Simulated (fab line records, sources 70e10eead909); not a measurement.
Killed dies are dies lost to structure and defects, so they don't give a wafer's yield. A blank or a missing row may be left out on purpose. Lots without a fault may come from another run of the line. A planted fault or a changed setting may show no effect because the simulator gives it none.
One fault seen from 3 desks | flow nand_harc | each desk has only its own numbers; what lay behind them comes last

THE DEFECT DESK
What the inspections along the route counted, lot by lot: means of the sampled wafers that have a number. A lot is out of limits, marked OUT, if its mean lies more than 4 standard deviations from the usual mean; the brackets give that distance.
Columns: A = raw_defect_count at NHARC_A_ONON_D1_INSPECT_32, usual 74
lot  | first seen here | A
L972 | day 7 21:27     | 64
L974 | day 8 17:17     | 55
L973 | day 8 17:30     | 76
L975 | day 8 23:18     | 53
L980 | day 10 01:39    | 96
L983 | day 11 06:55    | 74
L989 | day 12 04:38    | 79
L991 | day 12 16:38    | 54
L992 | day 13 03:02    | 86
L993 | day 13 03:06    | 93
This desk's finding: nothing out of limits on any of the 10 lots.

THE METROLOGY DESK
What the gauges read, lot by lot, whatever tool the lot ran on: means of the sampled wafers that have a number. A lot is out of limits, marked OUT, if its mean lies more than 4 standard deviations from the usual mean; the brackets give that distance.
Columns: A = cd_nm at NHARC_A_CHANNEL_HOLE_D1_CD_MEAS_10, usual 100.1 nm; B = cd_nm at NHARC_A_CHANNEL_HOLE_D1_CD_MEAS_18, usual 100.1 nm; C = cd_nm at NHARC_A_CHANNEL_HOLE_D1_CD_MEAS_30, usual 89.7 nm
lot  | first seen here | A               | B     | C
L972 | day 8 03:29     | 100.5           | 98.9  | 91.5
L974 | day 8 20:06     | 100.2           | 100.4 | 89.7
L973 | day 8 20:24     | 99.7            | 97.3  | 89.2
L975 | day 9 02:01     | 100.0           | 99.6  | 90.4
L980 | day 10 05:58    | 89.9 (-14) OUT  | 89.9  | 78.5 (-5.3) OUT
L983 | day 11 11:40    | 94.2 (-8.3) OUT | 95.2  | 83.6
L989 | day 12 07:37    | 100.2           | 99.6  | 90.7
L991 | day 12 20:17    | 100.0           | 100.8 | 90.5
L992 | day 13 05:47    | 100.7           | 100.5 | 91.1
L993 | day 13 05:56    | 99.3            | 100.6 | 90.1
This desk's finding: out of limits on L980, L983; first on L980, day 10 05:58 (cd_nm at NHARC_A_CHANNEL_HOLE_D1_CD_MEAS_10). In limits: L972, L974, L973, L975, L989, L991, L992, L993.

THE TOOL OWNER'S DESK: arfi_scanner-01
The tool's own readings at NHARC_A_CHANNEL_HOLE_D1_EXPOSE_07 (exposes mask HOLE D1, target cd 100 nm): means of the sampled wafers that have a number, for each lot that ran on this tool. A lot is out of limits, marked OUT, if its mean lies more than 4 standard deviations from the usual mean; the brackets give that distance.
Columns: A = exposure_dose_mJ_cm2 at NHARC_A_CHANNEL_HOLE_D1_EXPOSE_07, usual 59.63
lot  | first seen here | A
L974 | day 8 19:58     | 59.61
L980 | day 10 05:50    | 48.67 (-99 or more) OUT
L983 | day 11 11:32    | 52.54 (-99 or more) OUT
This desk's finding: out of limits on L980, L983; first on L980, day 10 05:50 (exposure_dose_mJ_cm2 at NHARC_A_CHANNEL_HOLE_D1_EXPOSE_07). In limits: L974.

PUT TOGETHER
The tool owner's desk could have raised an alarm at day 10 05:50, on L980, L983.
The metrology desk could have raised an alarm at day 10 05:58, on L980, L983.
The defect desk saw nothing out of limits.
The defect desk has L980, L983 on record, within its limits.
Of the lots named, all ran NHARC_A_CHANNEL_HOLE_D1_EXPOSE_07 on arfi_scanner-01.

WHAT THE SIMULATOR HAD PUT IN
Process parameter drift: arfi_scanner-01, from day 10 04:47 on, at NHARC_A_CHANNEL_HOLE_D1_EXPOSE_07. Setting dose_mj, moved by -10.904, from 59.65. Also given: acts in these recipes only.
Lots struck among those shown: L980, L983.
Hours from the fault's start to each desk's first reading out of limits: the tool owner's desk, 1; the metrology desk, 1.
